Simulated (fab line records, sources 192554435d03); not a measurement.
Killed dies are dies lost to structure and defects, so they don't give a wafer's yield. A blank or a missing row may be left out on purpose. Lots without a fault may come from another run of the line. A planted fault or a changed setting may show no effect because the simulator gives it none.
Which tool did it? | flow n5_finfet | 24 lots, 72 wafers sampled, at 2 steps of a route of 1938

WHAT THE GAUGES READ, wafer by wafer
N5_BEOL_M4_THK_MEAS_01.
lot  | measured     | on            | M4_ILD_THK (nm)
L075 | day 7 23:02  | film_metro-02 | 78.4 78.2 78.9
L077 | day 8 02:02  | film_metro-02 | 79.0 79.1 79.6
L074 | day 8 02:17  | film_metro-02 | 78.4 81.1 79.7
L076 | day 8 02:55  | film_metro-01 | 79.6 80.5 81.3
L078 | day 8 12:23  | film_metro-02 | 78.8 78.9 79.3
L079 | day 8 15:39  | film_metro-02 | 78.8 79.5 80.0
L080 | day 9 01:12  | film_metro-01 | 78.3 79.2 79.1
L081 | day 9 06:47  | film_metro-02 | 79.6 80.4 80.5
L082 | day 9 09:28  | film_metro-01 | 77.4 78.3 78.5
L083 | day 10 00:37 | film_metro-01 | 78.1 79.7 78.7
L084 | day 10 09:22 | film_metro-01 | 78.1 80.5 80.3
L086 | day 10 11:41 | film_metro-01 | 79.4 78.8 80.3
L085 | day 10 11:50 | film_metro-01 | 78.0 79.8 79.9
L087 | day 11 03:14 | film_metro-01 | 78.7 79.9 79.5
L088 | day 11 11:55 | film_metro-01 | 78.1 78.1 79.9
L090 | day 11 14:52 | film_metro-01 | 78.2 79.3 79.2
L092 | day 11 22:13 | film_metro-01 | 77.8 80.7 80.6
L089 | day 12 00:05 | film_metro-02 | 77.6 78.2 79.6
L091 | day 12 05:48 | film_metro-02 | 78.2 78.8 79.5
L093 | day 12 13:08 | film_metro-02 | 79.3 79.5 80.0
L095 | day 12 22:46 | film_metro-02 | 78.2 80.0 80.1
L094 | day 12 23:32 | film_metro-02 | 78.4 78.3 79.2
L096 | day 13 03:38 | film_metro-01 | 78.8 80.3 81.4
L097 | day 13 12:10 | film_metro-02 | 79.2 77.7 80.8

WHICH TOOL RAN EACH LOT (tool, then ch and the chambers of the sampled wafers, then the start)
lot  | N5_BEOL_M3_PRE_CLEAN_60
L075 | cvd_co-02 ch 0,2, day 7 22:41
L077 | cvd_co-02 ch 0,1,2, day 8 01:41
L074 | cvd_co-01 ch 0,1,2, day 8 01:55
L076 | cvd_co-02 ch 0,2, day 8 02:34
L078 | cvd_co-01 ch 0,1,2, day 8 12:02
L079 | cvd_co-01 ch 0,1, day 8 15:18
L080 | cvd_co-02 ch 1,2, day 9 00:50
L081 | cvd_co-02 ch 1,2, day 9 06:22
L082 | cvd_co-01 ch 0,1, day 9 09:06
L083 | cvd_co-01 ch 0,1,2, day 10 00:14
L084 | cvd_co-01 ch 0,1, day 10 09:00
L086 | cvd_co-01 ch 1,2, day 10 11:20
L085 | cvd_co-02 ch 0,2, day 10 11:29
L087 | cvd_co-02 ch 0,2, day 11 02:53
L088 | cvd_co-01 ch 1,2, day 11 11:34
L090 | cvd_co-02 ch 0,1,2, day 11 14:31
L092 | cvd_co-02 ch 0,1, day 11 21:52
L089 | cvd_co-01 ch 0,1, day 11 23:44
L091 | cvd_co-02 ch 0,1,2, day 12 05:27
L093 | cvd_co-01 ch 0,1,2, day 12 12:48
L095 | cvd_co-01 ch 1,2, day 12 22:25
L094 | cvd_co-01 ch 0,2, day 12 23:11
L096 | cvd_co-01 ch 1,2, day 13 03:16
L097 | cvd_co-01 ch 0,1, day 13 11:49
- N5_BEOL_M3_PRE_CLEAN_60: time 15 s.

WHAT THE TOOLS THEMSELVES READ (means of the sampled wafers that have a number; where no wafer has one, the mark that the record gives instead)
N5_BEOL_M3_PRE_CLEAN_60.
lot  | tool      | heater_power_w (W)
L075 | cvd_co-02 | 106
L077 | cvd_co-02 | 89
L074 | cvd_co-01 | 81
L076 | cvd_co-02 | 89
L078 | cvd_co-01 | 80
L079 | cvd_co-01 | 74
L080 | cvd_co-02 | 69
L081 | cvd_co-02 | 69
L082 | cvd_co-01 | 83
L083 | cvd_co-01 | 79
L084 | cvd_co-01 | 81
L086 | cvd_co-01 | 87
L085 | cvd_co-02 | 90
L087 | cvd_co-02 | 107
L088 | cvd_co-01 | 90
L090 | cvd_co-02 | 90
L092 | cvd_co-02 | 107
L089 | cvd_co-01 | 83
L091 | cvd_co-02 | 90
L093 | cvd_co-01 | 81
L095 | cvd_co-01 | 90
L094 | cvd_co-01 | 71
L096 | cvd_co-01 | 86
L097 | cvd_co-01 | 75

THE ANSWER, worked out from the rows above alone
Rule: what is usual is taken from the lots themselves. Put in order of their means at a reading, lots are off if they are a third of the lots or fewer, leave a main group of 4 or more, and stand apart from it by a gap of 3 or more times the standard deviation of the main group's means; of several such gaps the widest counts. A main group whose means are all the same, to the digits that the tables above print for the reading, isn't used. A lot without any number at a reading at which 4 lots or more have one is off too. The other lots that the step has rows for count as sound. The gauges are gone through in route order, then the tools' own readings, and for those a lot's mean is taken as printed above. The first step at which some lot is off is used, and at that step the reading that is off furthest; a lot without a number counts as furthest.
No lot is off at any reading shown: from this, nothing can be told.

WHAT THE SIMULATOR HAD PUT IN
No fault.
